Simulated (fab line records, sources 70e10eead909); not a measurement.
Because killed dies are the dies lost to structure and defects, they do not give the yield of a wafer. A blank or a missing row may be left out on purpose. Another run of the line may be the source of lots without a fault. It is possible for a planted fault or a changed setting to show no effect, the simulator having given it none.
fab line records :: flow nand-harc
[record]
  lots = 6
  wafers = 18
  last-day = 34
route steps=1302 shown P_GATE@200 P_CONTACT@217 END@1302
lots that met no fault: taken from a fault-free run of the same line
start-h: hours from the record's opening day to when the first of the lot's shown wafers began :: wait-h: how many hours have passed since the lot's step before this one :: " repeats the value in the row above :: L1.1+2: several wafers, shown together as one row :: - no value, or no start was given :: * or withheld: withheld :: < > ~ a bound
route shown NAME@n: names a module that has steps shown in the file, with the first one's number in the route :: usual: average and standard deviation across the fault-free wafers :: same: alike in all rows :: chamber/n: place in a boat :: sites: readings site by site :: _std_site: their standard deviation :: _edge_site: the outer-site mean with the inner-site mean subtracted :: radius-mm: for every site, how far away it sits from the centre of the wafer :: mask NAME#n: copy n :: behind: the tool/chamber that last shaped the wafer :: hold: the reason the lot was held/the length of the hold in hours/how it ended :: device: whichever transistor did not switch (one of n, p or np) :: end of line: the route-end tests of the same wafers :: a step without rows: its recipe alone :: killed: count of dies lost to structure and defects at first sort (not the wafer's yield) :: map: the dies of a wafer, with x for killed, . for not killed, _ for no die there
set.NAME: the setting as run; set.NAME@STEP: as run at that earlier step :: model.NAME: the simulator's own value behind a step, which no gauge read
certain route steps with their lots: each step a table, each wafer a row
services: when a tool's chamber went out of use (start-h, in hours from the record's first day, below 0 if earlier), for how many hours, and the reason
[[steps]]
[step NHARC_P_GATE_CD_MEAS_91]
[recipe]
  target-cd-nm = 2000
  landing-energy-ev = 500
[usual]
  cd-nm = 1998.8/2.1
lot.wafer: L291.2
tool: cd-sem-03
chamber: 0
start-h: 258.06
wait-h: -
cd-nm: 1997.2

lot.wafer: L291.4
tool: cd-sem-03
chamber: 0
start-h: 258.06
wait-h: -
cd-nm: 2001.1

lot.wafer: L291.6
tool: cd-sem-03
chamber: 0
start-h: 258.06
wait-h: -
cd-nm: 2000.3

lot.wafer: L292.2
tool: cd-sem-02
chamber: 0
start-h: 258.90
wait-h: -
cd-nm: 1997.8

lot.wafer: L292.5
tool: cd-sem-02
chamber: 0
start-h: 258.90
wait-h: -
cd-nm: 1997.3

lot.wafer: L292.6
tool: cd-sem-02
chamber: 0
start-h: 258.90
wait-h: -
cd-nm: 2000.2

lot.wafer: L295.1
tool: cd-sem-03
chamber: 0
start-h: 293.14
wait-h: -
cd-nm: 2002.7

lot.wafer: L295.3
tool: cd-sem-03
chamber: 0
start-h: 293.14
wait-h: -
cd-nm: 2000.0

lot.wafer: L295.6
tool: cd-sem-03
chamber: 0
start-h: 293.14
wait-h: -
cd-nm: 2002.2

lot.wafer: L296.3
tool: cd-sem-02
chamber: 0
start-h: 301.66
wait-h: -
cd-nm: 1998.2

lot.wafer: L296.5
tool: cd-sem-02
chamber: 0
start-h: 301.66
wait-h: -
cd-nm: 2000.8

lot.wafer: L296.6
tool: cd-sem-02
chamber: 0
start-h: 301.66
wait-h: -
cd-nm: 1996.8

lot.wafer: L300.3
tool: cd-sem-03
chamber: 0
start-h: 333.19
wait-h: -
cd-nm: 1997.9

lot.wafer: L300.4
tool: cd-sem-03
chamber: 0
start-h: 333.19
wait-h: -
cd-nm: 1998.9

lot.wafer: L300.6
tool: cd-sem-03
chamber: 0
start-h: 333.19
wait-h: -
cd-nm: 1997.4

lot.wafer: L301.1
tool: cd-sem-02
chamber: 0
start-h: 338.15
wait-h: -
cd-nm: 1997.5

lot.wafer: L301.3
tool: cd-sem-02
chamber: 0
start-h: 338.15
wait-h: -
cd-nm: 1997.9

lot.wafer: L301.5
tool: cd-sem-02
chamber: 0
start-h: 338.15
wait-h: -
cd-nm: 1999.2
[step NHARC_P_GATE_HARDBAKE_92]
[recipe]
  temp-c = 125
  time-s = 80
[step NHARC_P_GATE_DESCUM_93]
[recipe]
  time-s = 3
  o2-flow-sccm = 200
  ar-flow-sccm = 0
  bias-power-w = 0
  chemistry = O2
[step NHARC_P_GATE_IMPLANT_94]
[recipe]
  energy-kev = 60
  dose-cm2 = 2e+15
  tilt-deg = 7
[step NHARC_P_GATE_STRIP_113]
[recipe]
  power-w = 1500
  temp-c = 110
  time-s = 740
  chemistry = N2/H2
[step NHARC_P_GATE_STRIP_95]
[recipe]
  power-w = 1500
  temp-c = 250
  chemistry = O2
[usual]
  drypump-motor-current-A = 5.7/0.37
  heater-power-w = 331/38
lot.wafer: L291.2
tool: plasma-asher-01
chamber: 0
start-h: 259.30
wait-h: 0.6
drypump-motor-current-A: 5.4
heater-power-w: 393
rf-hours-counter-h: 19

lot.wafer: L291.4
tool: plasma-asher-01
chamber: 1
start-h: 259.30
wait-h: 0.6
drypump-motor-current-A: 6.1
heater-power-w: 361
rf-hours-counter-h: -

lot.wafer: L291.6
tool: plasma-asher-01
chamber: 0
start-h: 259.30
wait-h: 0.6
drypump-motor-current-A: 5.4
heater-power-w: 383
rf-hours-counter-h: -

lot.wafer: L292.2
tool: plasma-asher-02
chamber: 1
start-h: 260.14
wait-h: 0.6
drypump-motor-current-A: 5.2
heater-power-w: 288
rf-hours-counter-h: 1

lot.wafer: L292.6
tool: plasma-asher-02
chamber: 1
start-h: 260.14
wait-h: 0.6
drypump-motor-current-A: 5.3
heater-power-w: 295
rf-hours-counter-h: -

lot.wafer: L292.5
tool: plasma-asher-02
chamber: 0
start-h: 260.14
wait-h: 0.6
drypump-motor-current-A: 6.0
heater-power-w: 306
rf-hours-counter-h: -

lot.wafer: L295.1
tool: plasma-asher-02
chamber: 0
start-h: 294.38
wait-h: 0.6
drypump-motor-current-A: 5.9
heater-power-w: 313
rf-hours-counter-h: 8

lot.wafer: L295.3
tool: plasma-asher-02
chamber: 1
start-h: 294.38
wait-h: 0.6
drypump-motor-current-A: 5.3
heater-power-w: 286
rf-hours-counter-h: -

lot.wafer: L295.6
tool: plasma-asher-02
chamber: 1
start-h: 294.38
wait-h: 0.6
drypump-motor-current-A: 5.3
heater-power-w: 294
rf-hours-counter-h: -

lot.wafer: L296.3
tool: plasma-asher-02
chamber: 0
start-h: 302.93
wait-h: 0.3
drypump-motor-current-A: 6.0
heater-power-w: 309
rf-hours-counter-h: -

lot.wafer: L296.5
tool: plasma-asher-02
chamber: 1
start-h: 302.93
wait-h: 0.3
drypump-motor-current-A: 5.2
heater-power-w: 294
rf-hours-counter-h: -

lot.wafer: L296.6
tool: plasma-asher-02
chamber: 0
start-h: 302.93
wait-h: 0.3
drypump-motor-current-A: 6.0
heater-power-w: 309
rf-hours-counter-h: -

lot.wafer: L300.3
tool: plasma-asher-01
chamber: 1
start-h: 334.45
wait-h: 0.4
drypump-motor-current-A: 6.1
heater-power-w: 350
rf-hours-counter-h: -

lot.wafer: L300.4
tool: plasma-asher-01
chamber: 0
start-h: 334.45
wait-h: 0.4
drypump-motor-current-A: 5.4
heater-power-w: 394
rf-hours-counter-h: -

lot.wafer: L300.6
tool: plasma-asher-01
chamber: 0
start-h: 334.45
wait-h: 0.4
drypump-motor-current-A: 5.3
heater-power-w: 388
rf-hours-counter-h: -

lot.wafer: L301.1
tool: plasma-asher-02
chamber: 0
start-h: 339.40
wait-h: 0.5
drypump-motor-current-A: 6.0
heater-power-w: 308
rf-hours-counter-h: 18

lot.wafer: L301.3
tool: plasma-asher-02
chamber: 1
start-h: 339.40
wait-h: 0.5
drypump-motor-current-A: 5.3
heater-power-w: 291
rf-hours-counter-h: -

lot.wafer: L301.5
tool: plasma-asher-02
chamber: 1
start-h: 339.40
wait-h: 0.5
drypump-motor-current-A: 5.2
heater-power-w: 288
rf-hours-counter-h: -
[step NHARC_P_GATE_STRIP_96]
[recipe]
  time-s = 900
  temp-c = 130
  chemistry = SPM
[step NHARC_P_GATE_RTA_64]
[recipe]
  temp-c = 1050
  time-s = 1
[usual]
  lamp-power-pct = 32.9/0.91
  wafer_temp_C_max = 1056.2/1.2
lot.wafer: L291.2
tool: rtp-anneal-02
chamber: 0
start-h: 259.94
wait-h: -
lamp-power-pct: 32.3
wafer_temp_C_max: 1056.7

lot.wafer: L291.4
tool: rtp-anneal-02
chamber: 0
start-h: 259.94
wait-h: -
lamp-power-pct: 32.3
wafer_temp_C_max: 1056.3

lot.wafer: L291.6
tool: rtp-anneal-02
chamber: 0
start-h: 259.94
wait-h: -
lamp-power-pct: 32.3
wafer_temp_C_max: 1054.9

lot.wafer: L292.2
tool: rtp-anneal-01
chamber: 0
start-h: 260.73
wait-h: -
lamp-power-pct: 34.3
wafer_temp_C_max: 1054.5

lot.wafer: L292.5
tool: rtp-anneal-01
chamber: 0
start-h: 260.73
wait-h: -
lamp-power-pct: 34.2
wafer_temp_C_max: 1054.3

lot.wafer: L292.6
tool: rtp-anneal-01
chamber: 0
start-h: 260.73
wait-h: -
lamp-power-pct: 34.2
wafer_temp_C_max: 1054.5

lot.wafer: L295.1
tool: rtp-anneal-01
chamber: 0
start-h: 294.95
wait-h: -
lamp-power-pct: 34.2
wafer_temp_C_max: 1055.9

lot.wafer: L295.3
tool: rtp-anneal-01
chamber: 0
start-h: 294.95
wait-h: -
lamp-power-pct: 34.2
wafer_temp_C_max: 1055.2

lot.wafer: L295.6
tool: rtp-anneal-01
chamber: 0
start-h: 294.95
wait-h: -
lamp-power-pct: 34.3
wafer_temp_C_max: 1055.3

lot.wafer: L296.3
tool: rtp-anneal-01
chamber: 0
start-h: 303.52
wait-h: -
lamp-power-pct: 34.3
wafer_temp_C_max: 1054.9

lot.wafer: L296.5
tool: rtp-anneal-01
chamber: 0
start-h: 303.52
wait-h: -
lamp-power-pct: 34.2
wafer_temp_C_max: 1055.0

lot.wafer: L296.6
tool: rtp-anneal-01
chamber: 0
start-h: 303.52
wait-h: -
lamp-power-pct: 34.3
wafer_temp_C_max: 1055.5

lot.wafer: L300.3
tool: rtp-anneal-02
chamber: 0
start-h: 335.10
wait-h: -
lamp-power-pct: 32.3
wafer_temp_C_max: 1056.8

lot.wafer: L300.4
tool: rtp-anneal-02
chamber: 0
start-h: 335.10
wait-h: -
lamp-power-pct: 32.3
wafer_temp_C_max: 1055.8

lot.wafer: L300.6
tool: rtp-anneal-02
chamber: 0
start-h: 335.10
wait-h: -
lamp-power-pct: 32.3
wafer_temp_C_max: 1056.7

lot.wafer: L301.1
tool: rtp-anneal-02
chamber: 0
start-h: 339.96
wait-h: -
lamp-power-pct: 32.4
wafer_temp_C_max: 1056.8

lot.wafer: L301.3
tool: rtp-anneal-02
chamber: 0
start-h: 339.96
wait-h: -
lamp-power-pct: 32.3
wafer_temp_C_max: 1057.1

lot.wafer: L301.5
tool: rtp-anneal-02
chamber: 0
start-h: 339.96
wait-h: -
lamp-power-pct: 32.3
wafer_temp_C_max: 1056.2
[step NHARC_P_GATE_ETCH_77]
[recipe]
  target-depth-a = 60
  chemistry = dHF
  material = SiO2
[step NHARC_P_GATE_DEGAS_109]
[recipe]
  temp-c = 300
  time-s = 60
[usual]
  heater-power-w = 482/43
lot.wafer: L291.4
tool: pvd-sputter-01
chamber: -
start-h: 260.24
wait-h: 0.1
heater-power-w: 497

lot.wafer: L291.2
tool: pvd-sputter-01
chamber: -
start-h: 260.24
wait-h: 0.1
heater-power-w: 494

lot.wafer: L291.6
tool: pvd-sputter-01
chamber: -
start-h: 260.24
wait-h: 0.1
heater-power-w: 532

lot.wafer: L292.2
tool: pvd-sputter-01
chamber: -
start-h: 261.06
wait-h: 0.1
heater-power-w: 498

lot.wafer: L292.6
tool: pvd-sputter-01
chamber: -
start-h: 261.06
wait-h: 0.1
heater-power-w: 484

lot.wafer: L292.5
tool: pvd-sputter-01
chamber: -
start-h: 261.06
wait-h: 0.1
heater-power-w: 527

lot.wafer: L295.1
tool: pvd-sputter-02
chamber: -
start-h: 295.26
wait-h: 0.1
heater-power-w: 442

lot.wafer: L295.3
tool: pvd-sputter-02
chamber: -
start-h: 295.26
wait-h: 0.1
heater-power-w: 463

lot.wafer: L295.6
tool: pvd-sputter-02
chamber: -
start-h: 295.26
wait-h: 0.1
heater-power-w: 480

lot.wafer: L296.3
tool: pvd-sputter-02
chamber: -
start-h: 303.78
wait-h: 0.1
heater-power-w: 523

lot.wafer: L296.6
tool: pvd-sputter-02
chamber: -
start-h: 303.78
wait-h: 0.1
heater-power-w: 430

lot.wafer: L296.5
tool: pvd-sputter-02
chamber: -
start-h: 303.78
wait-h: 0.1
heater-power-w: 470

lot.wafer: L300.3
tool: pvd-sputter-03
chamber: -
start-h: 335.35
wait-h: 0.1
heater-power-w: 532

lot.wafer: L300.4
tool: pvd-sputter-03
chamber: -
start-h: 335.35
wait-h: 0.1
heater-power-w: 430

lot.wafer: L300.6
tool: pvd-sputter-03
chamber: -
start-h: 335.35
wait-h: 0.1
heater-power-w: 530

lot.wafer: L301.3
tool: pvd-sputter-01
chamber: -
start-h: 340.27
wait-h: 0.1
heater-power-w: 403

lot.wafer: L301.1
tool: pvd-sputter-01
chamber: -
start-h: 340.27
wait-h: 0.1
heater-power-w: 493

lot.wafer: L301.5
tool: pvd-sputter-01
chamber: -
start-h: 340.27
wait-h: 0.1
heater-power-w: 392
[step NHARC_P_GATE_PRE_CLEAN_110]
[recipe]
  time-s = 30
  bias-v = 200
  gas = Ar
[step NHARC_P_GATE_SPUTTER_78]
[recipe]
  target-thk-a = 100
  material = Ni
[step NHARC_P_GATE_SPUTTER_79]
[recipe]
  target-thk-a = 100
  material = TiN
lot.wafer: L291.4+2+6
tool: pvd-sputter-01
chamber: -
start-h: 260.41
wait-h: -

lot.wafer: L292.2+5+6
tool: pvd-sputter-01
chamber: -
start-h: 261.24
wait-h: -

lot.wafer: L295.1+3+6
tool: pvd-sputter-02
chamber: -
start-h: 295.44
wait-h: -

lot.wafer: L296.3+6+5
tool: pvd-sputter-02
chamber: -
start-h: 303.97
wait-h: -

lot.wafer: L300.3+4+6
tool: pvd-sputter-03
chamber: -
start-h: 335.52
wait-h: -

lot.wafer: L301.3+1+5
tool: pvd-sputter-01
chamber: -
start-h: 340.44
wait-h: -
[step NHARC_P_GATE_RTA_80]
[recipe]
  temp-c = 300
  time-s = 30
[usual]
  lamp-power-pct = 1.99/0.058
  wafer_temp_C_max = 301.7/0.39
lot.wafer: L291.2
tool: rtp-anneal-02
chamber: 0
start-h: 260.55
wait-h: -
lamp-power-pct: 1.93
wafer_temp_C_max: 302.1

lot.wafer: L291.4
tool: rtp-anneal-02
chamber: 0
start-h: 260.55
wait-h: -
lamp-power-pct: 1.93
wafer_temp_C_max: 301.9

lot.wafer: L291.6
tool: rtp-anneal-02
chamber: 0
start-h: 260.55
wait-h: -
lamp-power-pct: 1.93
wafer_temp_C_max: 301.7

lot.wafer: L292.2
tool: rtp-anneal-02
chamber: 0
start-h: 261.36
wait-h: -
lamp-power-pct: 1.92
wafer_temp_C_max: 301.8

lot.wafer: L292.5
tool: rtp-anneal-02
chamber: 0
start-h: 261.36
wait-h: -
lamp-power-pct: 1.92
wafer_temp_C_max: 302.1

lot.wafer: L292.6
tool: rtp-anneal-02
chamber: 0
start-h: 261.36
wait-h: -
lamp-power-pct: 1.92
wafer_temp_C_max: 301.9

lot.wafer: L295.1
tool: rtp-anneal-01
chamber: 0
start-h: 295.55
wait-h: -
lamp-power-pct: 2.04
wafer_temp_C_max: 301.6

lot.wafer: L295.3
tool: rtp-anneal-01
chamber: 0
start-h: 295.55
wait-h: -
lamp-power-pct: 2.04
wafer_temp_C_max: 301.6

lot.wafer: L295.6
tool: rtp-anneal-01
chamber: 0
start-h: 295.55
wait-h: -
lamp-power-pct: 2.04
wafer_temp_C_max: 302.0

lot.wafer: L296.3
tool: rtp-anneal-02
chamber: 0
start-h: 304.12
wait-h: -
lamp-power-pct: 1.93
wafer_temp_C_max: 301.8

lot.wafer: L296.5
tool: rtp-anneal-02
chamber: 0
start-h: 304.12
wait-h: -
lamp-power-pct: 1.92
wafer_temp_C_max: 302.1

lot.wafer: L296.6
tool: rtp-anneal-02
chamber: 0
start-h: 304.12
wait-h: -
lamp-power-pct: 1.92
wafer_temp_C_max: 301.7

lot.wafer: L300.3
tool: rtp-anneal-01
chamber: 0
start-h: 335.70
wait-h: -
lamp-power-pct: 2.04
wafer_temp_C_max: 301.8

lot.wafer: L300.4
tool: rtp-anneal-01
chamber: 0
start-h: 335.70
wait-h: -
lamp-power-pct: 2.04
wafer_temp_C_max: 301.3

lot.wafer: L300.6
tool: rtp-anneal-01
chamber: 0
start-h: 335.70
wait-h: -
lamp-power-pct: 2.04
wafer_temp_C_max: 301.5

lot.wafer: L301.1
tool: rtp-anneal-02
chamber: 0
start-h: 340.56
wait-h: -
lamp-power-pct: 1.92
wafer_temp_C_max: 302.3

lot.wafer: L301.3
tool: rtp-anneal-02
chamber: 0
start-h: 340.56
wait-h: -
lamp-power-pct: 1.93
wafer_temp_C_max: 301.8

lot.wafer: L301.5
tool: rtp-anneal-02
chamber: 0
start-h: 340.56
wait-h: -
lamp-power-pct: 1.92
wafer_temp_C_max: 302.3
[step NHARC_P_GATE_STRIP_67]
[recipe]
  time-s = 600
  temp-c = 130
  chemistry = SPM
[step NHARC_P_GATE_RTA_82]
[recipe]
  temp-c = 450
  time-s = 30
[step NHARC_P_GATE_INSPECT_68]
[usual]
  raw-defect-count = 206/68
lot.wafer: L291.2
tool: defect-inspect-01
chamber: -
start-h: 261.18
wait-h: 0.1
raw-defect-count: 193

lot.wafer: L291.4
tool: defect-inspect-01
chamber: -
start-h: 261.18
wait-h: 0.1
raw-defect-count: 948

lot.wafer: L291.6
tool: defect-inspect-01
chamber: -
start-h: 261.18
wait-h: 0.1
raw-defect-count: 1065

lot.wafer: L292.2
tool: defect-inspect-02
chamber: -
start-h: 261.99
wait-h: 0.1
raw-defect-count: 281

lot.wafer: L292.5
tool: defect-inspect-02
chamber: -
start-h: 261.99
wait-h: 0.1
raw-defect-count: 207

lot.wafer: L292.6
tool: defect-inspect-02
chamber: -
start-h: 261.99
wait-h: 0.1
raw-defect-count: 1012

lot.wafer: L295.1
tool: defect-inspect-01
chamber: -
start-h: 296.21
wait-h: 0.2
raw-defect-count: 163

lot.wafer: L295.3
tool: defect-inspect-01
chamber: -
start-h: 296.21
wait-h: 0.2
raw-defect-count: 131

lot.wafer: L295.6
tool: defect-inspect-01
chamber: -
start-h: 296.21
wait-h: 0.2
raw-defect-count: 153

lot.wafer: L296.3
tool: defect-inspect-02
chamber: -
start-h: 304.72
wait-h: 0.1
raw-defect-count: 133

lot.wafer: L296.5
tool: defect-inspect-02
chamber: -
start-h: 304.72
wait-h: 0.1
raw-defect-count: 166

lot.wafer: L296.6
tool: defect-inspect-02
chamber: -
start-h: 304.72
wait-h: 0.1
raw-defect-count: 157

lot.wafer: L300.3
tool: defect-inspect-01
chamber: -
start-h: 336.35
wait-h: 0.1
raw-defect-count: 199

lot.wafer: L300.4
tool: defect-inspect-01
chamber: -
start-h: 336.35
wait-h: 0.1
raw-defect-count: 151

lot.wafer: L300.6
tool: defect-inspect-01
chamber: -
start-h: 336.35
wait-h: 0.1
raw-defect-count: 201

lot.wafer: L301.1
tool: defect-inspect-02
chamber: -
start-h: 341.22
wait-h: 0.2
raw-defect-count: 134

lot.wafer: L301.3
tool: defect-inspect-02
chamber: -
start-h: 341.22
wait-h: 0.2
raw-defect-count: 180

lot.wafer: L301.5
tool: defect-inspect-02
chamber: -
start-h: 341.22
wait-h: 0.2
raw-defect-count: 209
[step NHARC_P_CONTACT_DEP_30]
[recipe]
  target-thk-a = 300
  temp-c = 400
  target-thk-nm = 30
  flow-sccm = 200
  rf-w = 450
  material = SiNx
[usual]
  heater-power-w = 746/110
lot.wafer: L291.2
tool: pecvd-03
chamber: 2
start-h: 261.24
wait-h: 0.1
heater-power-w: 772

lot.wafer: L291.6
tool: pecvd-03
chamber: 2
start-h: 261.24
wait-h: 0.1
heater-power-w: 777

lot.wafer: L291.4
tool: pecvd-03
chamber: 0
start-h: 261.24
wait-h: 0.1
heater-power-w: 840

lot.wafer: L292.2
tool: pecvd-03
chamber: 2
start-h: 262.14
wait-h: 0.1
heater-power-w: 730

lot.wafer: L292.6
tool: pecvd-03
chamber: 0
start-h: 262.14
wait-h: 0.1
heater-power-w: 873

lot.wafer: L292.5
tool: pecvd-03
chamber: 2
start-h: 262.14
wait-h: 0.1
heater-power-w: 739

lot.wafer: L295.1
tool: pecvd-01
chamber: 1
start-h: 296.32
wait-h: 0.1
heater-power-w: 637

lot.wafer: L295.3
tool: pecvd-01
chamber: 2
start-h: 296.32
wait-h: 0.1
heater-power-w: 817

lot.wafer: L295.6
tool: pecvd-01
chamber: 0
start-h: 296.32
wait-h: 0.1
heater-power-w: 830

lot.wafer: L296.3
tool: pecvd-03
chamber: 2
start-h: 304.82
wait-h: 0.1
heater-power-w: 640

lot.wafer: L296.5
tool: pecvd-03
chamber: 1
start-h: 304.82
wait-h: 0.1
heater-power-w: 571

lot.wafer: L296.6
tool: pecvd-03
chamber: 2
start-h: 304.82
wait-h: 0.1
heater-power-w: 650

lot.wafer: L300.3
tool: pecvd-01
chamber: 1
start-h: 336.41
wait-h: 0.1
heater-power-w: 716

lot.wafer: L300.4
tool: pecvd-01
chamber: 2
start-h: 336.41
wait-h: 0.1
heater-power-w: 849

lot.wafer: L300.6
tool: pecvd-01
chamber: 0
start-h: 336.41
wait-h: 0.1
heater-power-w: 899

lot.wafer: L301.3
tool: pecvd-03
chamber: 1
start-h: 341.28
wait-h: 0.1
heater-power-w: 497

lot.wafer: L301.1
tool: pecvd-03
chamber: 2
start-h: 341.28
wait-h: 0.1
heater-power-w: 780

lot.wafer: L301.5
tool: pecvd-03
chamber: 1
start-h: 341.28
wait-h: 0.1
heater-power-w: 499
[step NHARC_END_SORT_01]
[recipe]
  temp-c = 25
[usual]
  killed-at-array = 59/16
  killed-at-other = 0.7/1.1
  killed-at-periphery = 4/3
  killed-dies = 64/16
  killed-open = 3.4/1.8
  killed-short = 2.6/1.7
[same]
  gross-dies = 677
lot.wafer: L292.6
tool: prober-02
chamber: 0
start-h: 708.99
wait-h: 4.0
killed-at-array: 67
killed-at-other: 0
killed-at-periphery: 35
killed-dies: 102
killed-open: 3
killed-short: 1

lot.wafer: L291.2
tool: prober-01
chamber: 0
start-h: 705.85
wait-h: 2.8
killed-at-array: 47
killed-at-other: 0
killed-at-periphery: 12
killed-dies: 59
killed-open: 7
killed-short: 2

lot.wafer: L291.4
tool: prober-01
chamber: 0
start-h: 707.44
wait-h: 3.4
killed-at-array: 42
killed-at-other: 0
killed-at-periphery: 44
killed-dies: 86
killed-open: 3
killed-short: 3

lot.wafer: L291.6
tool: prober-01
chamber: 0
start-h: 709.04
wait-h: 4.0
killed-at-array: 45
killed-at-other: 1
killed-at-periphery: 48
killed-dies: 94
killed-open: 3
killed-short: 0
// killed by level:class
L291.2 A_CHANNEL_HOLE_D1:chamber-film-flake=32 P_GATE:chamber-film-flake=9 A_SLIT:chamber-film-flake=5 P_M0:geometric-particle:open=2 A_CHANNEL_FILL_D2:geometric-particle:open=2 A_DECK1_JOINT:chamber-film-flake=2 A_CONTACT:chamber-film-flake=2 P_M0:geometric-particle:short=1
L291.4 P_GATE:unspecified=35 A_CHANNEL_HOLE_D1:chamber-film-flake=31 P_GATE:chamber-film-flake=5 A_SLIT:chamber-film-flake=3 A_CONTACT:chamber-film-flake=2 P_STI:geometric-particle:open=1 P_CONTACT:geometric-particle:short=1 P_M0:geometric-particle:open=1
L292.6 P_GATE:unspecified=32 A_SLIT:chamber-film-flake=25 A_CHANNEL_HOLE_D2:chamber-film-flake=22 A_CHANNEL_HOLE_D1:chamber-film-flake=5 A_WL_FILL:chamber-film-flake=4 A_CONTACT:chamber-film-flake=4 A_STAIRCASE:chamber-film-flake=3 P_CONTACT:geometric-particle:open=1
L291.6 P_GATE:unspecified=40 A_CHANNEL_HOLE_D1:chamber-film-flake=34 P_GATE:chamber-film-flake=5 A_DECK1_JOINT:chamber-film-flake=3 A_SLIT:chamber-film-flake=3 P_STI:chamber-film-flake=2 A_STAIRCASE:chamber-film-flake=2 P_GATE:geometric-particle:open=1
// map L291.6 (x killed, . not)
____________.____________
_________......._________
_______..........._______
______.............______
_____xx....x........_____
____xxx........x.....____
____xxx.....x.x......____
___xxx.x..............___
___xxxxx......x.......___
__xxxx.................__
__xxxxx................__
_xxxxx.................._
_xxxxxx...x............._
_xxx...................._
_........x.............._
_x...xx..............x.._
..x.................x....
...x...............x...x.
........x.x......xx..xxx.
.................xxxx.x..
..................xxx.x..
_................xxxxxx._
_............x.....xxx.._
_.................xx.xx._
_..................x...._
_......................._
__...............x..x..__
__.....................__
___...................___
___...x...............___
____.................____
____...........x...x.____
_____.........x....._____
______............x______
_______..........._______
_________......._________
____________.____________
// map L292.6 (x killed, . not)
____________.____________
_________x....xx_________
_______xx..xxxxxxx_______
______...x.xxxxx.x.______
_____xxx..xxxxxxx.x._____
____xxx..xxxxxxx....x____
____xx....xx.xxxx....____
___xxx......xxx.x.....___
___xxx....x.xxxxx.....___
__xxxxx.....xxx..x.....__
__xxxx.......x.........__
_xxxx..................._
_xxx...................._
_xx.....x......x........_
_xx................x...._
_......................._
...............x.x.......
.........................
..............x..........
................x......x.
..................x......
_......................._
_..........x.......x...._
_......................._
_......................._
_......................._
__.....................__
__.....................__
___...................___
___...................___
____......x..........____
____.................____
_____..............._____
______.............______
_______..........._______
_________......._________
____________.____________
[[services]]
tool: plasma-asher-01
chamber: -
start-h: 242.89
hours: 1.1
kind: repair

tool: plasma-asher-02
chamber: -
start-h: 249.08
hours: 9.0
kind: pm

tool: plasma-asher-02
chamber: 0
start-h: 249.08
hours: 9.0
kind: vent-cycle

tool: plasma-asher-02
chamber: 1
start-h: 249.08
hours: 9.0
kind: vent-cycle

tool: plasma-asher-02
chamber: 0
start-h: 258.08
hours: -
kind: clean

tool: plasma-asher-02
chamber: 1
start-h: 258.08
hours: -
kind: clean

tool: pvd-sputter-02
chamber: -
start-h: 282.00
hours: 10.0
kind: pm

tool: pecvd-03
chamber: 2
start-h: 287.08
hours: 8.3
kind: repair

tool: pecvd-01
chamber: -
start-h: 290.25
hours: 0.8
kind: repair

tool: plasma-asher-01
chamber: -
start-h: 299.97
hours: 7.9
kind: repair

tool: pecvd-01
chamber: -
start-h: 311.06
hours: 13.0
kind: pm

tool: pecvd-01
chamber: 0
start-h: 311.06
hours: 13.0
kind: vent-cycle

tool: pecvd-01
chamber: 1
start-h: 311.06
hours: 13.0
kind: vent-cycle

tool: pecvd-01
chamber: 2
start-h: 311.06
hours: 13.0
kind: vent-cycle

tool: plasma-asher-01
chamber: -
start-h: 311.18
hours: 0.5
kind: repair

tool: pecvd-01
chamber: 0
start-h: 324.06
hours: -
kind: clean

tool: pecvd-01
chamber: 1
start-h: 324.06
hours: -
kind: clean

tool: pecvd-01
chamber: 2
start-h: 324.06
hours: -
kind: clean
[[key]]
[first-sign]
  step = NHARC_P_GATE_INSPECT_68
  reading = raw-defect-count
  direction = up
  sigmas = 12
  usual = 206
  struck = 1008
[effect]
  step = NHARC_END_SORT_01
  reading = killed-at-periphery
  direction = up
  sigmas = 13
  usual = 4
  struck = 42
[more-kills-born-at]
  NHARC_P_GATE_SPUTTER_79@pvd-sputter-01 = 107
met-at NHARC_P_GATE_SPUTTER_79
struck-wafers L291.4,L291.6,L292.6
tester-left-out L291,L292
[fault]
  kind = chamber-particle-source
  tool = pvd-sputter-01
  chamber = -
  onset-h = 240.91
  steps = NHARC_P_GATE_SPUTTER_79
  rate-per-visit-cm2 = 1.2922
  end-h = 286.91
  scope = struck-wafers-only
// tester-left-out: of these lots the tester's yield and bins aren't shown, on N5 and GAA mostly nor the transistor test; their killed dies are dies lost to structure and defects alone, not to doping, threshold or leakage, so they don't give the yield
